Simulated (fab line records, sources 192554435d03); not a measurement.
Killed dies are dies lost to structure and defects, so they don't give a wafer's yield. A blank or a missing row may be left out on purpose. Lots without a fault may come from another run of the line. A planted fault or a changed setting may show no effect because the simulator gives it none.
A struck lot beside a sound one | flow n5_finfet | 15 steps out of a route of 1938
Sound: wafers L540.2, L540.5, L540.6. Struck: wafers L550.2, L550.6. The cause comes at the end.
At each step with rows: each side's tool, then ch and its chambers, then its first start. Under that, the readings that differ: sound wafers | struck wafers | difference of the means | sigmas: that difference in standard deviations of wafers without a fault.
alike: readings whose means differ by less than 2 such deviations, and words and numbers that are the same on both sides. not compared: withheld readings, readings that some wafer has no value for, bounds like >300 that may hide the same value, and numbers for which the record gives no deviation and whose values overlap.
The two part at a step that has a row with sigmas, a row that says differs or no value, or rows on one side only. Numbers that don't overlap but have no deviation are shown without sigmas and don't part them. A reading that every wafer of one side lacks parts them only if that side has two wafers or more.

N5_BEOL_M11_VIA_ETCH_34: etches SiCOH lowk in C4F6/O2, target depth 184.5 nm, time 69.2 s.
  sound on rie_diel-03 ch 2,3, day 11 15:10; struck on rie_diel-03 ch 0,3, day 14 05:32
  alike: O2_flow_sccm, drypump_motor_current_A, oes_product_au, rf_vpp_V, showerhead_plenum_p_Torr, throttle_valve_pct
  not compared: rf_hours_counter_h
then, 1 step without rows for these wafers: N5_BEOL_M11_STRIP_73 (strips in C4F6/O2).
N5_BEOL_M11_STRIP_36: strips in N2/H2.
  sound on rie_diel-03 ch 2,3, day 11 15:14; struck on rie_diel-03 ch 0,3, day 14 05:36
  alike: drypump_motor_current_A, oes_product_au, power_w, rf_vpp_V, showerhead_plenum_p_Torr, throttle_valve_pct
  not compared: rf_hours_counter_h
then, 1 step without rows for these wafers: N5_BEOL_M11_TRENCH_ETCH_37 (etches SiCOH lowk in C4F6/O2, target depth 148.83 nm, time 48 s).
N5_BEOL_M11_ETCH_41: etches SiCN in CH3F/O2, target depth 42.6 nm, time 86 s.
  sound on rie_diel-03 ch 2,3; struck on rie_diel-03 ch 0,3
  alike: O2_flow_sccm, drypump_motor_current_A, oes_product_au, rf_vpp_V, showerhead_plenum_p_Torr, throttle_valve_pct
  not compared: rf_hours_counter_h
N5_BEOL_M11_STRIP_77: strips in N2/H2, time 10 s.
  sound on rie_diel-03 ch 2,3; struck on rie_diel-03 ch 0,3
  alike: drypump_motor_current_A, oes_product_au, rf_vpp_V, showerhead_plenum_p_Torr, throttle_valve_pct
  not compared: rf_hours_counter_h
N5_BEOL_M11_OCD_MEAS_38:
  sound on ocd-02, day 11 15:27; struck on ocd-02, day 14 05:49
  alike: trench_depth_nm
then, 4 steps without rows for these wafers: N5_BEOL_M11_HM_STRIP_39 (strips TiN in peroxide tin strip, target depth 25 nm, time 158 s); N5_BEOL_M11_SRD_40 (time 30 s); N5_BEOL_M11_PRECLEAN_42 (cleans in residue remover, time 60 s); N5_BEOL_M11_SRD_43 (time 30 s).
N5_BEOL_M11_CD_MEAS_35: target cd 70 nm.
  sound on cd_sem-01, day 11 15:36; struck on cd_sem-01, day 14 05:59
  alike: cd_nm
N5_BEOL_M11_CURE_72: cures SiCOH lowk, time 120 s.
  sound on uv_cure-01 ch 2, day 11 15:41; struck on uv_cure-02 ch 2, day 14 06:04
  reading          | sound             | struck      | difference | sigmas
  run_length_s (s) | 178.0 177.7 177.7 | 225.8 225.6 | +47.9      | +40
  alike: lamp_power_pct, wafer_temp_C_max
N5_BEOL_M11_DEGAS_44: time 60 s.
  sound on pvd_sputter-03, day 11 17:58; struck on pvd_sputter-03, day 14 06:26
  alike: heater_power_w
N5_PASSIVATION_PROBE_49:
  sound on prober-01, day 13 13:43; struck on prober-02, day 16 03:04
  alike: defect_limited_yield, killed_at_M0_to_M3, killed_at_M4_up, killed_at_contacts, killed_at_front_end, killed_at_other, killed_dies, killed_open, killed_short, sort_bin_5_function, sort_bin_6_memory, sort_bin_8_speed, sort_n_pass, sort_yield_pct

WHERE THEY PART
Only at N5_BEOL_M11_CURE_72, within this record. Later steps at which nothing parts them and some readings are alike: N5_BEOL_M11_DEGAS_44, N5_PASSIVATION_PROBE_49.

WHY: what the simulator had put in
Process parameter drift: uv_cure-02, from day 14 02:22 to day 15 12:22, at N5_BEOL_M11_CURE_72. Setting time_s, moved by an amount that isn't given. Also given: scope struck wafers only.
